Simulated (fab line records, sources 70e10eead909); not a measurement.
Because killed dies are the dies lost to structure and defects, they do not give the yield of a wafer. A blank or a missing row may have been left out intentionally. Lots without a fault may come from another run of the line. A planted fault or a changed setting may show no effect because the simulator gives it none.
Struck lot and sound lot, side by side / flow nandHarc / 15 out of 1302 route steps
Sound: these wafers, L900.2, L900.3, L900.6. Struck: wafers L917.2, L917.4, L917.5. Last of all comes the cause.
For every step that has rows: the tool of each side, followed by ch and its chambers, followed by its first start. Under that, the readings that differ: sound wafers / struck wafers / difference of the means / sigmas: that difference in standard deviations of wafers without a fault.
alike: same words and numbers on both sides, and readings whose means sit less than 2 such deviations apart. not compared: any withheld reading, any reading some wafer has no value for, any bound like >300 that may hide the same value, and any number with overlapping values for which the record gives no deviation.
Wherever a step has rows on one side only, a row that says differs or no value, or a row with sigmas, the two part there. Numbers that have no deviation but don't overlap get no sigmas and don't part them. A reading that every wafer of one side lacks parts them only if that side has two wafers or more.

first, 9 steps without rows for these wafers: NHARC_P_ZERO_WELL_DEHYDRATE_03 (time 120 s); NHARC_P_ZERO_WELL_HMDS_04 (time 30 s); NHARC_P_ZERO_WELL_COAT_64 (time 65 s); NHARC_P_ZERO_WELL_COAT_05 (resist thk 600 nm); NHARC_P_ZERO_WELL_SOFTBAKE_06 (time 70 s); NHARC_P_ZERO_WELL_EBR_07; NHARC_P_ZERO_WELL_EXPOSE_08 (exposes mask P ZERO, target cd 500 nm); NHARC_P_ZERO_WELL_PEB_09 (peb time 80 s); NHARC_P_ZERO_WELL_DEVELOP_10 (time 50 s).
NHARC_P_ZERO_WELL_CD_MEAS_11: the cd target is 500 nm.
  sound on cdSem-02 ch 0, day 2 07:14; struck on cdSem-02 ch 0, day 9 09:15
  alike: cdNm
then, 1 step without rows for these wafers: NHARC_P_ZERO_WELL_HARDBAKE_12 (time 65 s).
NHARC_P_ZERO_WELL_DESCUM_13: chemistry O2, time 3 s.
  sound on rieDiel-10 ch 0,1,3, day 2 07:32; struck on rieDiel-10 ch 0,2,3, day 9 09:25
  alike: chamberPressureMTorr, drypumpMotorCurrentA, oesProductAu, rfVppV, showerheadPlenumPTorr, throttleValvePct
  not compared: rfHoursCounterH
NHARC_P_ZERO_WELL_ETCH_65: etches the open film in N2/H2, target depth 80 nm, overetch 24 nm, time 87.88 s.
  sound on rieDiel-10 ch 1,2,3, day 2 07:37; struck on rieDiel-10 ch 1,2,3, day 9 09:29
  no value came back on the struck wafers for any of 8 readings (biasW (W), chamberPressureMTorr (mTorr) and others); on the sound wafers biasW (W) reads 150.1 150.4 150.2
  not compared: rfHoursCounterH
NHARC_P_ZERO_WELL_ETCH_62: etches the open film in CHF3/Ar, target depth 13 nm, time 6.5 s.
  sound on rieDiel-10 ch 2,3; struck on rieDiel-10 ch 0,2,3, day 9 09:35
reading=oesProductAu (a.u.); sound=0.960 0.975 0.963; struck=0.923 0.919 0.923; difference=-0.044; sigmas=-3
  alike: biasW, chamberPressureMTorr, drypumpMotorCurrentA, rfVppV, showerheadPlenumPTorr, throttleValvePct
  not compared: rfHoursCounterH
-- jump in the record: it breaks off in module P_ZERO_WELL and resumes in module END (first step shown: number 1302 of the route), and 23 days separate the struck wafers' starts before and after --
NHARC_END_SORT_01:
  at this point the record logs the struck wafers (prober-01 ch 0, day 32 00:33) and has no rows for the sound ones

## WHERE THEY PART
At NHARC_P_ZERO_WELL_ETCH_65 first; at NHARC_END_SORT_01 last (within this record only).

WHY: what the simulator had put in
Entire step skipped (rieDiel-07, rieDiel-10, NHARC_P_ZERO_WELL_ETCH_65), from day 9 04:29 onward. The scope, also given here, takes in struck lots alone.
